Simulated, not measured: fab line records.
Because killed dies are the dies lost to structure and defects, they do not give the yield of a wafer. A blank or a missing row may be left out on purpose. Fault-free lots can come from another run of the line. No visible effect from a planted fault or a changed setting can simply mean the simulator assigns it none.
What tool caused it?	flow nand-harc	11 lots, 33 wafers sampled, at 6 steps of a route of 1302

WHAT THE GAUGES READ, wafer by wafer
NHARC_P_ZERO_WELL_CD_MEAS_52 targets a cd of 2000 nm.
lot	measured	on	cd-nm (nm)
L364	day 2 11:45	cd-sem-02	1999.9 1999.5 1999.9
L365	day 2 21:44	cd-sem-02	2001.5 1997.9 1998.4
L369	day 4 14:03	cd-sem-02	2000.7 1996.5 1997.3
L370	day 4 23:43	cd-sem-03	- - -
L372	day 5 19:32	cd-sem-01	2003.3 2000.4 2002.1
L376	day 7 17:22	cd-sem-01	2000.3 2000.0 1998.6
L378	day 8 08:26	cd-sem-02	1999.4 1998.9 2000.7
L379	day 8 17:38	cd-sem-01	2000.9 1998.3 2000.8
L382	day 9 23:45	cd-sem-01	1995.7 1999.6 1999.1
L383	day 10 09:52	cd-sem-03	1997.5 2001.0 1997.8
L384	day 10 20:00	cd-sem-03	2000.6 1998.9 2000.9

NHARC_END_SORT_01.
lot	measured	on	killed-at-array	killed-at-other	killed-at-periphery	killed-dies	killed-open	killed-short
L370	day 27 13:49	prober-02	56 46 59	0 2 0	621 629 618	677 677 677	2 3 2	2 3 3

WHICH TOOL RAN EACH LOT (tool, then ch and the chambers of the sampled wafers, then the start)
lot	NHARC_P_ZERO_WELL_EXPOSE_49	NHARC_P_GATE_ETCH_104	NHARC_P_GATE_ETCH_32	NHARC_P_GATE_STRIP_113
L364	krf-scanner-03 ch 0, day 2 11:36	rie-diel-07 ch 1,3, day 5 04:33	rie-si-01 ch 0,2, day 5 04:56	plasma-asher-02 ch 1, day 5 20:10
L365	krf-scanner-03 ch 0, day 2 21:35	rie-diel-03 ch 0,1,2, day 5 18:45	rie-si-02 ch 0,2,3, day 5 19:11	plasma-asher-01 ch 0,1, day 6 10:37
L369	krf-scanner-03 ch 0, day 4 13:53	rie-diel-05 ch 0,1,3, day 7 12:08	rie-si-03 ch 1,2, day 7 12:31	plasma-asher-02 ch 0,1, day 8 04:10
L370	krf-scanner-03 ch 0, day 4 23:34	-	-	-
L372	krf-scanner-03 ch 0, day 5 19:23	rie-diel-05 ch 0,1,3, day 8 22:02	rie-si-03 ch 0,1, day 8 22:25	plasma-asher-02 ch 0, day 9 15:56
L376	krf-scanner-03 ch 0, day 7 17:12	rie-diel-05 ch 0,2,3, day 11 04:31	rie-si-03 ch 1,2,3, day 11 04:54	plasma-asher-01 ch 0,1, day 11 20:33
L378	krf-scanner-04 ch 0, day 8 08:17	rie-diel-07 ch 0,2,3, day 11 05:10	rie-si-01 ch 0,2,3, day 11 05:32	plasma-asher-01 ch 0,1, day 11 21:06
L379	krf-scanner-01 ch 0, day 8 17:29	rie-diel-03 ch 0,1, day 11 18:56	rie-si-03 ch 0,1, day 11 19:20	plasma-asher-02 ch 0,1, day 12 10:46
L382	krf-scanner-03 ch 0, day 9 23:36	rie-diel-05 ch 2,3, day 12 21:35	rie-si-01 ch 0,2,3, day 12 21:59	plasma-asher-02 ch 0,1, day 13 13:21
L383	krf-scanner-01 ch 0, day 10 09:43	rie-diel-03 ch 0,1,2, day 13 09:14	rie-si-02 ch 0,2,3, day 13 09:37	plasma-asher-01 ch 0,1, day 14 00:57
L384	krf-scanner-03 ch 0, day 10 19:51	rie-diel-07 ch 0,3, day 13 15:21	rie-si-03 ch 0,2,3, day 13 15:45	plasma-asher-02 ch 0,1, day 14 09:04
- NHARC_P_ZERO_WELL_EXPOSE_49: exposes mask P HVPW, target cd 2000 nm.
- NHARC_P_GATE_ETCH_104: etches the open film in CF4/CHF3, target depth 60 nm.
- NHARC_P_GATE_ETCH_32: etches the open film in HBr/Cl2, target depth 150 nm, time 100.1 s.
- NHARC_P_GATE_STRIP_113: strips in N2/H2, time 740 s.

AS READ BY THE TOOLS THEMSELVES (means over the sampled wafers that have a number; for cases with no such wafer, the mark the record gives instead)
NHARC_P_ZERO_WELL_EXPOSE_49.
lot	tool	reticle-temp-C (C)
L364	krf-scanner-03	23.00
L365	krf-scanner-03	23.03
L369	krf-scanner-03	22.85
L370	krf-scanner-03	23.03
L372	krf-scanner-03	22.98
L376	krf-scanner-03	23.02
L378	krf-scanner-04	23.04
L379	krf-scanner-01	22.97
L382	krf-scanner-03	23.04
L383	krf-scanner-01	23.09
L384	krf-scanner-03	23.08

NHARC_P_GATE_ETCH_104.
lot	tool	drypump-motor-current-A (A)	oes-product-au (a.u.)	rf-fwd-power-W (W)	rf-vpp-V (V)	showerhead-plenum-p-Torr (Torr)	throttle-valve-pct (%)
L364	rie-diel-07	5.5	0.929	490.3	374.0	1.67	16.800
L365	rie-diel-03	5.2	0.963	492.4	368.6	1.50	16.801
L369	rie-diel-05	5.9	0.923	490.1	369.8	1.54	16.794
L372	rie-diel-05	5.9	0.938	491.5	369.8	1.54	16.805
L376	rie-diel-05	5.9	0.966	488.9	369.9	1.57	16.807
L378	rie-diel-07	5.6	0.980	492.2	372.8	1.65	16.804
L379	rie-diel-03	5.1	0.931	492.7	367.4	1.51	16.799
L382	rie-diel-05	6.1	0.961	491.3	369.3	1.55	16.802
L383	rie-diel-03	5.2	0.970	492.5	368.7	1.50	16.797
L384	rie-diel-07	5.6	0.966	493.3	373.0	1.65	16.796

NHARC_P_GATE_ETCH_32.
lot	tool	drypump-motor-current-A (A)	mfc-cl2-sccm (sccm)	oes-product-au (a.u.)	rf-fwd-power-W (W)	throttle-valve-pct (%)
L364	rie-si-01	5.9	50.11	0.996	396.4	26.401
L365	rie-si-02	5.7	50.08	1.015	397.9	26.406
L369	rie-si-03	6.1	49.97	0.989	395.2	26.401
L372	rie-si-03	5.9	49.85	1.002	396.1	26.411
L376	rie-si-03	5.9	50.08	0.994	396.1	26.401
L378	rie-si-01	5.6	50.13	1.012	395.4	26.413
L379	rie-si-03	5.9	49.99	0.999	395.3	26.409
L382	rie-si-01	5.7	50.02	1.005	396.3	26.412
L383	rie-si-02	5.7	50.04	1.002	396.4	26.405
L384	rie-si-03	5.4	49.95	0.992	396.1	26.405

NHARC_P_GATE_STRIP_113.
lot	tool	drypump-motor-current-A (A)	heater-power-w (W)	rf-refl-power-W (W)
L364	plasma-asher-02	5.3	107	11.1
L365	plasma-asher-01	5.4	86	11.2
L369	plasma-asher-02	5.9	104	13.5
L372	plasma-asher-02	6.2	100	14.9
L376	plasma-asher-01	5.9	88	12.2
L378	plasma-asher-01	5.4	86	11.3
L379	plasma-asher-02	5.9	102	13.9
L382	plasma-asher-02	5.6	108	12.1
L383	plasma-asher-01	5.5	86	11.7
L384	plasma-asher-02	5.9	103	13.1

THE ANSWER, worked out from the rows above alone
Rule: the usual values come from the lots themselves. The widest of any qualifying gaps counts: lots, ordered by their means at a reading, are off when they make up no more than a third of the lots, leave a main group of 4 or more, and stand apart from it by 3 or more times the standard deviation of that group's means. A main group is skipped when, at the precision printed for the reading in the tables above, its means are all equal. A lot without any number at a reading at which 4 lots or more have one is off too. The other lots that the step has rows for count as sound. After the gauges, taken in route order, come the tools' own readings; for these a lot's mean is taken, as printed above. At the first step where some lot is off, the reading lying furthest off is the one used; lots without a number count as furthest.
Off: L370, at NHARC_P_ZERO_WELL_CD_MEAS_52 (cd-nm). Without a number there: L370. Mean 1999.5 nm and standard deviation 1 in the main group.
A tool fits if, at a process step before that reading, it ran every lot that is off, and no sound lot after the first of them. Those tools and the gauges at NHARC_P_ZERO_WELL_CD_MEAS_52 are tried in the same way. None of those tried fits.

WHAT THE SIMULATOR HAD INSERTED
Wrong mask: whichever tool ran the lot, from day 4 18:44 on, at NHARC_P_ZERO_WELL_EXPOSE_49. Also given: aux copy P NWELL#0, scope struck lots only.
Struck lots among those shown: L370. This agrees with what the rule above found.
